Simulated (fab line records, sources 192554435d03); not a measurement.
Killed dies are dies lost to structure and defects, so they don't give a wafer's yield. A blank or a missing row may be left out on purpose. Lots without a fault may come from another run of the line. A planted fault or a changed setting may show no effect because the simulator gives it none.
fab line records | flow n5_finfet
record lots=10 wafers=30 last_day=20
route steps=1938 shown BEOL_M3@1007 BEOL_M4@1021
lots that met no fault: from a run of the same line without faults
start_h: hours from the record's first day to the start of the lot's first wafer shown | wait_h: hours since the lot's step before | " the same as in the row above | L1.1+2: a row that stands for several wafers | - no value, or no start given | * or withheld: withheld | < > ~ a bound
route shown NAME@n: a module of which the file shows steps, and the number in the route of the first | usual: mean/standard deviation of fault-free wafers | same: alike in all rows | chamber/n: place in a boat | sites: the reading at each site | _std_site: their standard deviation | _edge_site: outer sites' mean less inner sites' | radius_mm: how far each site lies from the wafer's centre | mask NAME#n: copy n | behind: the tool/chamber that last shaped the wafer | hold: why the lot was held/for how many hours/how that ended | device: the transistor (n, p or np) that didn't switch | end of line: the same wafers' tests at the end of the route | a step without rows: its recipe alone | killed: dies lost to structure and defects at the first sort, not the wafer's yield | map: a wafer's dies, x killed, . not, _ none there
set.NAME: the setting as run; set.NAME@STEP: as run at that earlier step | model.NAME: the simulator's own value behind a step, which no gauge read
steps of the route over a sample of lots; a table a step, a row a wafer
services: from which hour (start_h, from the record's first day; less than 0 if before it) a tool's chamber was out of use, for how many hours, and why
## steps
# step N5_BEOL_M3_ANNEAL_93
# recipe temp_c=400 time_s=240 ambient=vacuum
# usual heater_power_w=832/71 susceptor_temp_C=399.95/0.23
# columns lot.wafer tool chamber start_h wait_h heater_power_w susceptor_temp_C
L195.1 pvd_sputter-01 - 232.76 0.0 936 400.03
L195.3 " - " " 949 400.44
L195.4 " - " " 808 399.80
L196.3 pvd_sputter-03 - 237.25 0.0 761 400.20
L196.5 " - " " 891 399.89
L196.6 " - " " 743 399.61
L199.3 pvd_sputter-02 - 248.38 0.0 867 399.87
L199.4 " - " " 830 400.32
L199.6 " - " " 843 400.16
L200.2 pvd_sputter-02 - 256.97 0.0 879 400.11
L200.3 " - " " 846 399.99
L200.6 " - " " 856 399.36
L206.2 pvd_sputter-01 - 262.51 0.0 832 399.66
L206.3 " - " " 920 400.16
L206.4 " - " " 749 399.86
L204.2 pvd_sputter-03 - 296.11 0.0 910 400.15
L204.4 " - " " 720 400.32
L204.5 " - " " 741 400.11
L205.1 pvd_sputter-03 - 299.01 0.0 753 399.98
L205.3 " - " " 880 399.72
L205.4 " - " " 884 400.03
L207.3 pvd_sputter-02 - 315.98 0.0 868 399.88
L207.5 " - " " 860 399.98
L207.6 " - " " 759 399.89
L193.1 pvd_sputter-03 - 317.48 0.0 733 400.41
L193.2 " - " " 736 399.59
L193.6 " - " " 751 399.75
L208.1 pvd_sputter-01 - 342.91 0.0 831 399.73
L208.2 " - " " 931 400.10
L208.6 " - " " 924 399.77
# step N5_BEOL_M3_THK_MEAS_53
# recipe thk_meas_gauge=xrf reads=Cu_of_BEOL_M3_ECD_50
# usual M3_THK=39.9/1.5
# columns lot.wafer tool chamber start_h wait_h M3_THK[nm]
L195.1 film_metro-01 - 234.29 - 41.8
L195.3 " - " " 40.1
L195.4 " - " " 40.1
L196.3 film_metro-02 - 238.48 - 40.5
L196.5 " - " " 40.5
L196.6 " - " " 40.9
L199.3 film_metro-02 - 251.01 - 41.1
L199.4 " - " " 42.4
L199.6 " - " " 45.0
L200.2 film_metro-01 - 258.12 - 40.9
L200.3 " - " " 38.1
L200.6 " - " " 39.2
L206.2 film_metro-01 - 263.81 - 38.0
L206.3 " - " " 41.0
L206.4 " - " " 39.9
L204.2 film_metro-02 - 297.32 - 40.1
L204.4 " - " " 40.1
L204.5 " - " " 40.0
L205.1 film_metro-01 - 300.16 - 41.1
L205.3 " - " " 41.5
L205.4 " - " " 41.3
L207.3 film_metro-01 - 317.13 - 37.5
L207.5 " - " " 38.6
L207.6 " - " " 38.6
L193.1 film_metro-01 - 318.63 - 40.2
L193.2 " - " " 40.2
L193.6 " - " " 39.6
L208.1 film_metro-01 - 344.05 - 38.3
L208.2 " - " " 39.3
L208.6 " - " " 39.8
# step N5_BEOL_M3_RS_MEAS_58
# recipe thk_meas_gauge=four-point-probe reads=Co_of_BEOL_M3_CO_CAP_55+Cu_of_BEOL_M3_ECD_50+Co_of_BEOL_M3_CVD_47+TaN_of_BEOL_M3_ALD_84
# usual M3_RS=0.68/0.033
# columns lot.wafer tool chamber start_h wait_h M3_RS[ohm/sq]
L195.1 film_metro-02 - 234.55 0.0 0.64
L195.3 " - " " 0.67
L195.4 " - " " 0.67
L196.3 film_metro-02 - 238.76 0.1 0.66
L196.5 " - " " 0.67
L196.6 " - " " 0.65
L199.3 film_metro-02 - 251.27 0.1 0.65
L199.4 " - " " 0.63
L199.6 " - " " 0.57
L200.2 film_metro-01 - 258.38 0.1 0.67
L200.3 " - " " 0.73
L200.6 " - " " 0.70
L206.2 film_metro-02 - 264.07 0.1 0.74
L206.3 " - " " 0.66
L206.4 " - " " 0.69
L204.2 film_metro-01 - 297.59 0.1 0.67
L204.4 " - " " 0.68
L204.5 " - " " 0.68
L205.1 film_metro-01 - 300.48 0.0 0.66
L205.3 " - " " 0.65
L205.4 " - " " 0.66
L207.3 film_metro-01 - 317.43 0.1 0.74
L207.5 " - " " 0.71
L207.6 " - " " 0.71
L193.1 film_metro-01 - 319.00 0.0 0.69
L193.2 " - " " 0.69
L193.6 " - " " 0.70
L208.1 film_metro-01 - 344.42 0.0 0.72
L208.2 " - " " 0.70
L208.6 " - " " 0.69
# step N5_BEOL_M4_ILD_DEP_00
# recipe material=SiOC target_thk_a=790 temp_c=350 precursor=DEMS/O2 pressure_torr=5 rf_w=500 time_s=15.3
# usual heater_power_w=535/70 showerhead_plenum_p_Torr=5.687/0.014 showerhead_vpp_V=1366/39 susceptor_temp_C=350.02/0.19 throttle_valve_pct=11.8/0.4
# columns lot.wafer tool chamber start_h wait_h heater_power_w showerhead_plenum_p_Torr showerhead_vpp_V susceptor_temp_C throttle_valve_pct
L195.1 pecvd-01 1 234.61 0.0 514 5.682 1344 350.14 12.1
L195.3 " 0 " " 541 5.690 1391 350.01 11.8
L195.4 " 0 " " 565 5.702 1378 350.03 11.6
L196.3 pecvd-01 2 238.82 0.0 480 5.673 1322 339.25 10.9
L196.5 " 2 " " 494 5.689 1349 339.11 10.9
L196.6 " 1 " " 561 5.694 1307 339.34 12.4
L199.3 pecvd-02 1 251.33 0.0 527 5.644 1369 350.07 12.1
L199.4 " 1 " " 535 5.681 1384 349.87 12.0
L199.6 " 0 " " 406 5.696 1420 350.37 12.2
L200.2 pecvd-01 0 258.44 0.0 495 5.698 1379 339.12 11.5
L200.3 " 2 " " 440 5.670 1381 338.94 11.3
L200.6 " 2 " " 443 5.667 1342 339.17 11.3
L206.2 pecvd-02 0 264.13 0.0 503 5.689 1432 350.04 12.2
L206.3 " 1 " " 551 5.656 1374 349.96 12.0
L206.4 " 2 " " 562 5.699 1302 349.79 11.6
L204.2 pecvd-04 1 297.65 0.0 603 5.694 1330 350.05 12.4
L204.4 " 0 " " 415 5.686 1409 349.87 12.0
L204.5 " 2 " " 501 5.680 1335 350.09 11.7
L205.1 pecvd-02 2 300.54 0.0 636 5.694 1304 350.18 11.9
L205.3 " 1 " " 552 5.679 1392 349.85 11.8
L205.4 " 0 " " 499 5.689 1441 350.00 12.0
L207.3 pecvd-04 1 317.50 0.0 572 5.686 1351 350.00 12.2
L207.5 " 2 " " 504 5.679 1333 350.11 11.8
L207.6 " 1 " " 568 5.704 1343 349.84 12.2
L193.1 pecvd-02 0 319.06 0.0 509 5.664 1438 349.71 12.2
L193.2 " 2 " " 695 5.683 1288 349.67 12.0
L193.6 " 2 " " 692 5.697 1307 349.44 11.8
L208.1 pecvd-01 1 344.49 0.0 613 5.687 1315 350.02 12.3
L208.2 " 0 " " 422 5.710 1399 349.79 10.8
L208.6 " 0 " " 422 5.690 1362 350.38 10.8
# step N5_BEOL_M4_THK_MEAS_01
# recipe reads=SiOC_of_BEOL_M4_ILD_DEP_00
# usual M4_ILD_THK=78.9/0.91
# columns lot.wafer tool chamber start_h wait_h M4_ILD_THK[nm]
L195.1 film_metro-01 - 234.68 0.0 76.9
L195.3 " - " " 77.2
L195.4 " - " " 79.0
L196.3 film_metro-02 - 238.89 0.1 81.5
L196.5 " - " " 83.0
L196.6 " - " " 81.8
L199.3 film_metro-02 - 251.40 0.1 78.7
L199.4 " - " " 79.7
L199.6 " - " " 79.3
L200.2 film_metro-02 - 258.53 0.1 81.2
L200.3 " - " " 82.7
L200.6 " - " " 81.6
L206.2 film_metro-01 - 264.20 0.1 79.1
L206.3 " - " " 79.3
L206.4 " - " " 80.6
L204.2 film_metro-02 - 297.72 0.1 77.7
L204.4 " - " " 78.7
L204.5 " - " " 79.4
L205.1 film_metro-01 - 300.61 0.0 79.1
L205.3 " - " " 79.3
L205.4 " - " " 78.9
L207.3 film_metro-01 - 317.57 0.1 77.8
L207.5 " - " " 78.9
L207.6 " - " " 79.6
L193.1 film_metro-02 - 319.13 0.0 78.5
L193.2 " - " " 78.1
L193.6 " - " " 79.3
L208.1 film_metro-01 - 344.55 0.0 76.7
L208.2 " - " " 77.5
L208.6 " - " " 78.6
# step N5_BEOL_M4_RC_MEAS_101
# usual DIBL_N=36.0/1.3 DIBL_P=36.2/1.7 IOFF_N=0.155/0.024 IOFF_P=0.21/0.034 ION_N=674/9 ION_P=463/7.1 SS_N=71.4/0.5 SS_P=73.4/0.57 VT_N=250.0/2.8 VT_P=-251/3.2
# columns lot.wafer tool chamber start_h wait_h DIBL_N[mV/V] DIBL_P[mV/V] IOFF_N[nA/um] IOFF_P[nA/um] ION_N[uA/um] ION_P[uA/um] SS_N[mV/dec] SS_P[mV/dec] VT_N[mV] VT_P[mV]
L195.1 prober-01 0 269.10 0.0 37.7 38.9 0.166 0.21 681 468 72.4 73.9 249.4 -251
L195.3 " 0 " " 35.2 34.5 0.118 0.15 655 447 71.3 72.2 251.3 -257
L195.4 " 0 " " 38.3 39.2 0.181 0.22 676 467 71.6 73.0 248.6 -251
L196.3 prober-02 0 275.80 0.3 36.0 37.5 0.157 0.21 672 459 71.7 73.4 250.7 -251
L196.5 " 0 " " 35.0 35.7 0.144 0.18 667 452 71.4 73.0 251.3 -252
L196.6 " 0 " " 35.2 36.4 0.153 0.19 678 462 70.7 74.2 250.9 -251
L199.3 prober-01 0 289.16 0.3 35.9 37.4 0.173 0.21 678 460 71.4 73.1 248.6 -249
L199.4 " 0 " " 33.2 34.1 0.126 0.17 670 463 70.8 72.8 253.2 -251
L199.6 " 0 " " 36.0 37.1 0.177 0.22 688 471 71.2 73.1 248.4 -249
L200.2 prober-01 0 295.89 0.2 32.6 33.0 0.126 0.17 665 462 70.7 72.7 251.9 -253
L200.3 " 0 " " 34.1 34.6 0.147 0.19 671 461 71.9 73.3 247.8 -251
L200.6 " 0 " " 34.0 34.4 0.142 0.19 668 451 71.4 73.1 248.8 -250
L206.2 prober-02 0 296.02 0.2 38.0 38.1 0.182 0.29 677 472 71.6 74.0 249.0 -244
L206.3 " 0 " " 38.5 38.8 0.194 0.30 677 472 72.2 74.7 250.4 -244
L206.4 " 0 " " 37.6 37.3 0.169 0.27 682 474 71.2 73.8 250.2 -244
L204.2 prober-02 0 319.44 0.2 38.0 38.0 0.180 0.24 680 466 71.8 73.8 249.6 -252
L204.4 " 0 " " 36.2 36.0 0.142 0.20 664 459 71.0 73.3 249.0 -252
L204.5 " 0 " " 36.5 35.8 0.143 0.20 667 463 71.7 73.8 253.3 -252
L205.1 prober-01 0 322.20 0.0 35.4 37.6 0.143 0.19 670 459 71.4 73.7 252.1 -254
L205.3 " 0 " " 34.7 37.2 0.137 0.18 666 456 71.4 73.1 250.1 -253
L205.4 " 0 " " 35.4 38.1 0.149 0.20 676 467 72.0 73.9 250.3 -251
L207.3 prober-01 0 327.52 0.3 36.7 36.2 0.164 0.24 680 473 72.1 73.5 250.9 -246
L207.5 " 0 " " 37.5 37.5 0.180 0.26 683 476 72.1 74.1 251.2 -246
L207.6 " 0 " " 36.4 36.1 0.156 0.23 680 472 72.2 73.3 250.9 -247
L193.1 prober-02 0 347.29 0.0 36.1 37.0 0.162 0.20 674 458 71.9 73.4 249.5 -251
L193.2 " 0 " " 36.3 37.2 0.155 0.20 663 451 71.7 72.9 251.1 -254
L193.6 " 0 " " 34.5 35.2 0.132 0.18 660 453 71.2 73.7 252.5 -254
L208.1 prober-01 0 369.43 0.0 34.5 35.1 0.136 0.18 669 456 70.9 73.0 251.0 -253
L208.2 " 0 " " 36.4 37.7 0.172 0.22 680 468 71.4 73.1 246.8 -251
L208.6 " 0 " " 35.0 35.5 0.146 0.19 671 467 71.5 72.6 249.7 -251
## services
# columns tool chamber start_h hours kind
pecvd-04 2 209.60 - calibration
pecvd-02 - 239.28 0.8 repair
pecvd-01 - 242.61 1.4 repair
pecvd-01 1 252.95 6.0 repair
pecvd-02 2 258.27 5.5 scheduled_down
pecvd-04 2 280.44 5.3 repair
pecvd-01 0 309.09 - clean
pecvd-01 0 309.09 29.5 scheduled_down
pecvd-01 0 309.09 29.5 vent_cycle
pecvd-02 2 321.90 2.1 scheduled_down
pecvd-04 2 325.04 2.1 scheduled_down
pecvd-01 0 338.59 5.5 scheduled_down
## key
first_sign step=N5_BEOL_M4_ILD_DEP_00 reading=susceptor_temp_C direction=down sigmas=59 usual=* struck=*
effect step=N5_BEOL_M4_THK_MEAS_01 reading=M4_ILD_THK direction=up sigmas=3.4 usual=78.9 struck=82.0
met_at N5_BEOL_M4_ILD_DEP_00
struck_lots L196,L200
not_acting_at N5_BEOL_M3_ANNEAL_93,N5_BEOL_M3_THK_MEAS_53,N5_BEOL_M3_RS_MEAS_58
onset_between 234.61 238.82
fault kind=process_parameter_drift tool=pecvd-01 chamber=- onset_h=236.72 steps=N5_BEOL_M4_ILD_DEP_00 channel=temp_c offset=* shape=step end_h=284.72 acts_in=* stated=*
